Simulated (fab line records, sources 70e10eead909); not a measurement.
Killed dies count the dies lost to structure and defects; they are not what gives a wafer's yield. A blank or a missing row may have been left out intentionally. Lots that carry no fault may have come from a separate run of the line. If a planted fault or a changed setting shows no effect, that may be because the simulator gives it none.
The tool behind it: which one? | flow nand_harc | 69 wafers from 23 lots sampled at 6 of the route's 1159 steps

WHAT THE GAUGES SHOWED, per wafer
The record lacks any reading of a measuring or inspecting step that a usual standard deviation could be used to judge.

WHAT TOOL EACH LOT RAN ON (gives the tool, then ch and the chambers of the sampled wafers, and finally the start)
lot  | NHARC_A_WL_FILL_ALD_19              | NHARC_A_CONTACT_ETCH_48            | NHARC_A_CONTACT_ETCH_76                       | NHARC_A_CONTACT_ETCH_127             | NHARC_A_CONTACT_ETCH_131             | NHARC_A_CONTACT_ETCH_133
L074 | ald_metal-02 ch 0,1,2, day 15 15:54 | rie_diel-06 ch 0,1,2, day 16 10:55 | rie_diel-03 ch 0,2,3, day 16 22:49 or earlier | har_cap_etch-03 ch 0,1, day 16 22:49 | har_cap_etch-03 ch 0,1, day 16 23:22 | har_cap_etch-03 ch 0,1, day 16 23:40
L075 | ald_metal-04 ch 2,3, day 16 07:54   | rie_diel-13 ch 0,2, day 16 21:01   | rie_diel-06 ch 0,1,3, day 17 09:05 or earlier | har_cap_etch-01 ch 0, day 17 09:05   | har_cap_etch-01 ch 0, day 17 09:40   | har_cap_etch-01 ch 0, day 17 09:58
L076 | ald_metal-04 ch 1,2, day 16 10:53   | rie_diel-06 ch 1,2, day 17 04:43   | rie_diel-13 ch 0,1,3, day 17 15:05 or earlier | har_cap_etch-01 ch 0, day 17 15:05   | har_cap_etch-01 ch 0, day 17 15:39   | har_cap_etch-01 ch 0, day 17 15:56
L077 | ald_metal-04 ch 0,1,2, day 16 20:31 | rie_diel-06 ch 2,3, day 17 08:40   | rie_diel-13 ch 1,2,3, day 17 18:34 or earlier | har_cap_etch-01 ch 1, day 17 18:34   | har_cap_etch-01 ch 1, day 17 19:09   | har_cap_etch-01 ch 1, day 17 19:27
L081 | ald_metal-03 ch 0,2, day 17 06:27   | rie_diel-06 ch 1,2,3, day 17 16:51 | rie_diel-06 ch 1,2, day 18 01:43 or earlier   | har_cap_etch-03 ch 0,1, day 18 01:43 | har_cap_etch-03 ch 0,1, day 18 02:17 | har_cap_etch-03 ch 0,1, day 18 02:36
L078 | ald_metal-04 ch 0,2,3, day 17 09:37 | rie_diel-06 ch 1,2,3, day 17 20:17 | rie_diel-06 ch 0,1,2, day 18 05:04 or earlier | har_cap_etch-01 ch 0,1, day 18 05:04 | har_cap_etch-01 ch 0,1, day 18 05:37 | har_cap_etch-01 ch 0,1, day 18 05:55
L084 | ald_metal-03 ch 1,2, day 18 12:47   | rie_diel-13 ch 0,1,3, day 18 22:44 | rie_diel-03 ch 0,1,3, day 19 07:25 or earlier | har_cap_etch-03 ch 0,1, day 19 07:25 | har_cap_etch-03 ch 0,1, day 19 07:59 | har_cap_etch-03 ch 0,1, day 19 08:16
L082 | ald_metal-04 ch 0,1,2, day 18 12:48 | rie_diel-06 ch 0,2,3, day 18 22:37 | rie_diel-06 ch 0,1,3, day 19 07:07 or earlier | har_cap_etch-02 ch 0,1, day 19 07:07 | har_cap_etch-02 ch 0,1, day 19 07:41 | har_cap_etch-02 ch 0,1, day 19 07:58
L080 | ald_metal-03 ch 0,3, day 18 20:25   | rie_diel-13 ch 1,2, day 19 06:02   | rie_diel-06 ch 0,1, day 19 14:47 or earlier   | har_cap_etch-01 ch 0,1, day 19 14:47 | har_cap_etch-01 ch 0,1, day 19 15:21 | har_cap_etch-01 ch 0,1, day 19 15:38
L083 | ald_metal-02 ch 1,2,3, day 19 01:41 | rie_diel-06 ch 0,1,3, day 19 11:20 | rie_diel-06 ch 0,1,3, day 19 21:11 or earlier | har_cap_etch-03 ch 0,1, day 19 21:11 | har_cap_etch-03 ch 0,1, day 19 21:46 | har_cap_etch-03 ch 0,1, day 19 22:04
L085 | ald_metal-03 ch 0,1,3, day 19 01:44 | rie_diel-06 ch 1,2, day 19 11:40   | rie_diel-06 ch 0,3, day 19 21:35 or earlier   | har_cap_etch-02 ch 0,1, day 19 21:35 | har_cap_etch-02 ch 0,1, day 20 03:01 | har_cap_etch-02 ch 0,1, day 20 03:20
L091 | ald_metal-03 ch 1,2, day 20 02:32   | rie_diel-06 ch 0,1,3, day 20 12:32 | rie_diel-06 ch 1,2, day 20 22:01 or earlier   | har_cap_etch-01 ch 0,1, day 20 22:01 | har_cap_etch-01 ch 0,1, day 20 22:35 | har_cap_etch-01 ch 0,1, day 20 22:53
L086 | ald_metal-03 ch 1,2,3, day 20 05:11 | rie_diel-03 ch 1,2,3, day 20 16:29 | rie_diel-13 ch 0,2,3, day 21 04:41 or earlier | har_cap_etch-01 ch 0,1, day 21 04:41 | har_cap_etch-01 ch 0,1, day 21 05:15 | har_cap_etch-01 ch 0,1, day 21 05:32
L087 | ald_metal-02 ch 1,2,3, day 20 05:13 | rie_diel-06 ch 0,1,2, day 20 14:43 | rie_diel-06 ch 1,2,3, day 20 23:10 or earlier | har_cap_etch-03 ch 0,1, day 20 23:10 | har_cap_etch-03 ch 0,1, day 20 23:44 | har_cap_etch-03 ch 0,1, day 21 00:01
L088 | ald_metal-04 ch 0,1,2, day 20 05:13 | rie_diel-06 ch 1,2,3, day 20 19:07 | rie_diel-06 ch 0,1,3, day 21 06:37 or earlier | har_cap_etch-03 ch 0,1, day 21 06:37 | har_cap_etch-03 ch 0,1, day 21 07:23 | har_cap_etch-03 ch 0,1, day 21 07:47
L089 | ald_metal-04 ch 2,3, day 20 11:19   | rie_diel-06 ch 1,2,3, day 20 23:14 | rie_diel-06 ch 0,2,3, day 21 12:43 or earlier | har_cap_etch-02 ch 0,1, day 21 12:43 | har_cap_etch-02 ch 0,1, day 21 13:17 | har_cap_etch-02 ch 0,1, day 21 13:36
L090 | ald_metal-02 ch 1,2,3, day 20 15:58 | rie_diel-03 ch 0,1,2, day 21 10:42 | rie_diel-13 ch 0,1,2, day 21 20:57 or earlier | har_cap_etch-02 ch 0,1, day 21 20:57 | har_cap_etch-02 ch 0,1, day 21 21:31 | har_cap_etch-02 ch 0,1, day 21 21:49
L092 | ald_metal-03 ch 0,2, day 20 15:59   | rie_diel-13 ch 0,1,2, day 21 14:01 | rie_diel-13 ch 0,1,3, day 21 23:36 or earlier | har_cap_etch-02 ch 0,1, day 21 23:36 | har_cap_etch-02 ch 0,1, day 22 00:10 | har_cap_etch-02 ch 0,1, day 22 00:28
L094 | ald_metal-03 ch 0,1,2, day 21 10:25 | rie_diel-13 ch 0,2, day 21 21:01   | rie_diel-03 ch 0,1,2, day 22 06:28 or earlier | har_cap_etch-03 ch 0,1, day 22 06:28 | har_cap_etch-03 ch 0,1, day 22 07:13 | har_cap_etch-03 ch 0,1, day 22 07:36
L096 | ald_metal-04 ch 1,2,3, day 21 10:29 | rie_diel-03 ch 0,1,2, day 21 21:44 | rie_diel-06 ch 0,1,3, day 22 06:44 or earlier | har_cap_etch-01 ch 0,1, day 22 06:44 | har_cap_etch-01 ch 0,1, day 22 07:17 | har_cap_etch-01 ch 0,1, day 22 07:35
L093 | ald_metal-04 ch 0,1,2, day 21 13:50 | rie_diel-03 ch 1,3, day 22 02:39   | rie_diel-13 ch 1,2, day 22 11:12 or earlier   | har_cap_etch-02 ch 0,1, day 22 11:12 | har_cap_etch-02 ch 0,1, day 22 11:46 | har_cap_etch-02 ch 0,1, day 22 12:05
L097 | ald_metal-02 ch 0,3, day 22 01:22   | rie_diel-03 ch 0,1,2, day 22 12:46 | rie_diel-06 ch 1,2,3, day 22 21:49 or earlier | har_cap_etch-03 ch 0,1, day 22 21:49 | har_cap_etch-03 ch 0,1, day 22 22:23 | har_cap_etch-03 ch 0,1, day 22 22:40
L095 | ald_metal-04 ch 1,2,3, day 22 01:23 | rie_diel-13 ch 0,1, day 22 11:52   | rie_diel-13 ch 0,2, day 22 20:26 or earlier   | har_cap_etch-01 ch 0,1, day 22 20:26 | har_cap_etch-01 ch 0,1, day 22 21:00 | har_cap_etch-01 ch 0,1, day 22 21:17
- NHARC_A_WL_FILL_ALD_19: deposits TiN, target thk 2 nm, pulse time 3 s, ald cycles 100.
- NHARC_A_CONTACT_ETCH_48: etches the open film in CF4, target depth 39 nm, time 65 s.
- NHARC_A_CONTACT_ETCH_76: etches the open film in N2/H2, target depth 260 nm, time 475.3 s.
- NHARC_A_CONTACT_ETCH_127: etches the open film in C4F8/O2/Ar, time 155 s, target depth 956 nm.
- NHARC_A_CONTACT_ETCH_131: etches the open film in C4F8/O2/Ar, time 155 s, target depth 956 nm.
- NHARC_A_CONTACT_ETCH_133: etches the open film in C4F8/O2/Ar, time 195 s, target depth 840 nm.

AS READ BY THE TOOLS THEMSELVES (means over the sampled wafers that have a number; for cases with no such wafer, the mark the record gives instead)
NHARC_A_WL_FILL_ALD_19.
lot  | tool         | heater_power_outer_w (W) | heater_power_w (W) | precursor_pulse_height_rel
L074 | ald_metal-02 | 690                      | 1108               | 1.006
L075 | ald_metal-04 | 664                      | 1084               | 0.996
L076 | ald_metal-04 | 681                      | 1067               | 1.019
L077 | ald_metal-04 | 690                      | 1076               | 0.993
L081 | ald_metal-03 | 554                      | 930                | 0.993
L078 | ald_metal-04 | 702                      | 1094               | 0.994
L084 | ald_metal-03 | 638                      | 1012               | 0.993
L082 | ald_metal-04 | 686                      | 1078               | 1.001
L080 | ald_metal-03 | 568                      | 941                | 1.007
L083 | ald_metal-02 | 687                      | 1109               | 0.989
L085 | ald_metal-03 | 610                      | 988                | 1.017
L091 | ald_metal-03 | 649                      | 1022               | 0.998
L086 | ald_metal-03 | 691                      | 1045               | 1.002
L087 | ald_metal-02 | 706                      | 1111               | 0.987
L088 | ald_metal-04 | 706                      | 1078               | 1.005
L089 | ald_metal-04 | 649                      | 1056               | 1.005
L090 | ald_metal-02 | 682                      | 1113               | 1.010
L092 | ald_metal-03 | 616                      | 982                | 1.016
L094 | ald_metal-03 | 601                      | 978                | 0.997
L096 | ald_metal-04 | 672                      | 1045               | 1.020
L093 | ald_metal-04 | 694                      | 1072               | 1.008
L097 | ald_metal-02 | 752                      | 1182               | 1.015
L095 | ald_metal-04 | 674                      | 1071               | 1.013

NHARC_A_CONTACT_ETCH_48.
lot  | tool        | chamber_pressure_mTorr (mTorr) | drypump_motor_current_A (A) | oes_product_au (a.u.) | rf_vpp_V (V) | showerhead_plenum_p_Torr (Torr) | throttle_valve_pct (%)
L074 | rie_diel-06 | 50.01                          | 5.6                         | 0.990                 | 150.8        | 1.77                            | 13.286
L075 | rie_diel-13 | 50.00                          | 5.4                         | 0.981                 | 152.4        | 1.84                            | 13.285
L076 | rie_diel-06 | 50.02                          | 5.7                         | 1.000                 | 152.0        | 1.82                            | 13.286
L077 | rie_diel-06 | 50.01                          | 5.8                         | 1.006                 | 151.5        | 1.78                            | 13.284
L081 | rie_diel-06 | 49.98                          | 5.8                         | 1.012                 | 150.8        | 1.75                            | 13.286
L078 | rie_diel-06 | 49.98                          | 5.8                         | 1.001                 | 151.6        | 1.75                            | 13.283
L084 | rie_diel-13 | 49.98                          | 5.9                         | 1.003                 | 149.9        | 1.69                            | 13.291
L082 | rie_diel-06 | 50.01                          | 5.7                         | 1.000                 | 150.7        | 1.82                            | 13.283
L080 | rie_diel-13 | 49.96                          | 5.6                         | 1.004                 | 151.1        | 1.75                            | 13.290
L083 | rie_diel-06 | 50.03                          | 5.8                         | 0.992                 | 150.8        | 1.79                            | 13.280
L085 | rie_diel-06 | 50.04                          | 5.7                         | 1.008                 | 152.3        | 1.82                            | 13.286
L091 | rie_diel-06 | 50.01                          | 5.7                         | 0.996                 | 151.4        | 1.79                            | 13.288
L086 | rie_diel-03 | 50.00                          | 6.2                         | 0.992                 | 151.5        | 1.81                            | 13.275
L087 | rie_diel-06 | 50.00                          | 5.6                         | 1.005                 | 151.5        | 1.77                            | 13.294
L088 | rie_diel-06 | 49.94                          | 5.8                         | 0.991                 | 151.8        | 1.84                            | 13.276
L089 | rie_diel-06 | 50.04                          | 5.8                         | 0.998                 | 151.7        | 1.84                            | 13.280
L090 | rie_diel-03 | 50.00                          | 6.1                         | 0.996                 | 150.6        | 1.76                            | 13.287
L092 | rie_diel-13 | 49.95                          | 5.6                         | 0.987                 | 150.9        | 1.76                            | 13.269
L094 | rie_diel-13 | 50.00                          | 5.7                         | 0.987                 | 151.8        | 1.78                            | 13.288
L096 | rie_diel-03 | 50.02                          | 6.1                         | 0.992                 | 151.7        | 1.76                            | 13.282
L093 | rie_diel-03 | 50.01                          | 6.3                         | 0.981                 | 151.6        | 1.77                            | 13.282
L097 | rie_diel-03 | 49.99                          | 6.1                         | 0.991                 | 151.0        | 1.76                            | 13.283
L095 | rie_diel-13 | 50.02                          | 5.8                         | 1.008                 | 149.9        | 1.69                            | 13.272

NHARC_A_CONTACT_ETCH_76.
lot  | tool        | chamber_pressure_mTorr (mTorr) | drypump_motor_current_A (A) | h2_flow_sccm (sccm) | oes_product_au (a.u.) | rf_vpp_V (V) | showerhead_plenum_p_Torr (Torr) | throttle_valve_pct (%)
L074 | rie_diel-03 | 29.998                         | 6.05                        | 149.8               | 1.002                 | 430          | 1.98                            | 14.171
L075 | rie_diel-06 | 30.003                         | 5.74                        | 150.1               | 0.999                 | 428          | 1.95                            | 14.165
L076 | rie_diel-13 | 30.000                         | 5.93                        | 150.3               | 1.006                 | 428          | 1.94                            | 14.175
L077 | rie_diel-13 | 29.992                         | 5.69                        | 150.1               | 1.010                 | 430          | 2.00                            | 14.174
L081 | rie_diel-06 | 30.003                         | 5.69                        | 150.1               | 1.007                 | 432          | 2.10                            | 14.165
L078 | rie_diel-06 | 30.011                         | 5.60                        | 149.3               | 0.996                 | 431          | 2.04                            | 14.174
L084 | rie_diel-03 | 29.993                         | 6.20                        | 150.1               | 0.997                 | 430          | 2.01                            | 14.169
L082 | rie_diel-06 | 30.005                         | 5.74                        | 150.2               | 0.995                 | 432          | 2.06                            | 14.169
L080 | rie_diel-06 | 29.982                         | 5.67                        | 150.4               | 1.000                 | 429          | 2.00                            | 14.167
L083 | rie_diel-06 | 29.987                         | 5.78                        | 150.2               | 1.000                 | 431          | 2.06                            | 14.163
L085 | rie_diel-06 | 30.024                         | 5.59                        | 150.1               | 0.997                 | 431          | 2.03                            | 14.168
L091 | rie_diel-06 | 30.001                         | 5.75                        | 149.5               | 1.007                 | 431          | 2.07                            | 14.160
L086 | rie_diel-13 | 29.974                         | 5.72                        | 149.9               | 0.994                 | 433          | 2.13                            | 14.171
L087 | rie_diel-06 | 29.992                         | 5.83                        | 149.7               | 0.998                 | 432          | 2.13                            | 14.163
L088 | rie_diel-06 | 30.011                         | 5.75                        | 150.2               | 0.995                 | 430          | 2.06                            | 14.160
L089 | rie_diel-06 | 30.013                         | 5.68                        | 150.1               | 1.000                 | 432          | 2.10                            | 14.174
L090 | rie_diel-13 | 30.010                         | 5.63                        | 150.3               | 0.995                 | 430          | 2.03                            | 14.181
L092 | rie_diel-13 | 29.982                         | 5.94                        | 149.7               | 1.004                 | 430          | 2.04                            | 14.176
L094 | rie_diel-03 | 29.995                         | 6.13                        | 149.8               | 0.990                 | 430          | 2.03                            | 14.174
L096 | rie_diel-06 | 30.009                         | 5.75                        | 150.1               | 1.003                 | 431          | 2.06                            | 14.169
L093 | rie_diel-13 | 29.974                         | 5.63                        | 150.2               | 0.997                 | 429          | 2.00                            | 14.172
L097 | rie_diel-06 | 29.982                         | 5.82                        | 150.5               | 1.011                 | 433          | 2.13                            | 14.179
L095 | rie_diel-13 | 29.981                         | 5.67                        | 150.3               | 0.980                 | 430          | 2.05                            | 14.170

NHARC_A_CONTACT_ETCH_127.
lot  | tool            | chamber_pressure_mTorr (mTorr)
L074 | har_cap_etch-03 | 19.999
L075 | har_cap_etch-01 | 20.004
L076 | har_cap_etch-01 | 20.006
L077 | har_cap_etch-01 | 20.000
L081 | har_cap_etch-03 | 20.003
L078 | har_cap_etch-01 | 20.018
L084 | har_cap_etch-03 | 20.000
L082 | har_cap_etch-02 | 20.015
L080 | har_cap_etch-01 | 19.989
L083 | har_cap_etch-03 | 20.003
L085 | har_cap_etch-02 | 19.997
L091 | har_cap_etch-01 | 20.015
L086 | har_cap_etch-01 | 19.980
L087 | har_cap_etch-03 | 19.990
L088 | har_cap_etch-03 | 19.982
L089 | har_cap_etch-02 | 20.012
L090 | har_cap_etch-02 | 19.991
L092 | har_cap_etch-02 | 19.999
L094 | har_cap_etch-03 | 19.993
L096 | har_cap_etch-01 | 19.992
L093 | har_cap_etch-02 | 19.982
L097 | har_cap_etch-03 | 20.010
L095 | har_cap_etch-01 | 20.003

NHARC_A_CONTACT_ETCH_131.
lot  | tool            | chamber_pressure_mTorr (mTorr)
L074 | har_cap_etch-03 | 20.000
L075 | har_cap_etch-01 | 19.994
L076 | har_cap_etch-01 | 20.006
L077 | har_cap_etch-01 | 19.978
L081 | har_cap_etch-03 | 20.005
L078 | har_cap_etch-01 | 20.003
L084 | har_cap_etch-03 | 20.016
L082 | har_cap_etch-02 | 19.978
L080 | har_cap_etch-01 | 19.983
L083 | har_cap_etch-03 | 20.020
L085 | har_cap_etch-02 | 19.998
L091 | har_cap_etch-01 | 19.998
L086 | har_cap_etch-01 | 19.988
L087 | har_cap_etch-03 | 20.014
L088 | har_cap_etch-03 | 20.013
L089 | har_cap_etch-02 | 19.990
L090 | har_cap_etch-02 | 19.998
L092 | har_cap_etch-02 | 19.990
L094 | har_cap_etch-03 | 20.014
L096 | har_cap_etch-01 | 19.994
L093 | har_cap_etch-02 | 20.008
L097 | har_cap_etch-03 | 19.992
L095 | har_cap_etch-01 | 20.005

NHARC_A_CONTACT_ETCH_133.
lot  | tool            | chamber_pressure_mTorr (mTorr)
L074 | har_cap_etch-03 | 19.980
L075 | har_cap_etch-01 | 19.984
L076 | har_cap_etch-01 | 20.000
L077 | har_cap_etch-01 | 20.005
L081 | har_cap_etch-03 | 20.002
L078 | har_cap_etch-01 | 20.012
L084 | har_cap_etch-03 | 19.992
L082 | har_cap_etch-02 | 19.988
L080 | har_cap_etch-01 | 20.007
L083 | har_cap_etch-03 | 20.012
L085 | har_cap_etch-02 | 20.001
L091 | har_cap_etch-01 | 19.991
L086 | har_cap_etch-01 | 19.998
L087 | har_cap_etch-03 | 20.001
L088 | har_cap_etch-03 | 19.987
L089 | har_cap_etch-02 | 20.019
L090 | har_cap_etch-02 | 20.010
L092 | har_cap_etch-02 | 19.995
L094 | har_cap_etch-03 | 20.008
L096 | har_cap_etch-01 | 20.000
L093 | har_cap_etch-02 | 20.009
L097 | har_cap_etch-03 | 20.004
L095 | har_cap_etch-01 | 19.995

THE ANSWER, worked out from the rows above alone
Rule: the lots themselves supply what counts as usual. The widest of any qualifying gaps counts: lots, ordered by their means at a reading, are off when they make up no more than a third of the lots, leave a main group of 4 or more, and stand apart from it by 3 or more times the standard deviation of that group's means. A main group is skipped when, at the precision printed for the reading in the tables above, its means are all equal. Also off: a lot with no number at a reading for which 4 or more lots have one. The other lots that the step has rows for count as sound. The gauges are gone through in route order, then the tools' own readings, and for those a lot's mean is taken as printed above. At the first step where some lot is off, the reading lying furthest off is the one used; lots without a number count as furthest.
Nothing can be told from this: no lot is off at any reading shown.

WHAT THE SIMULATOR PUT IN
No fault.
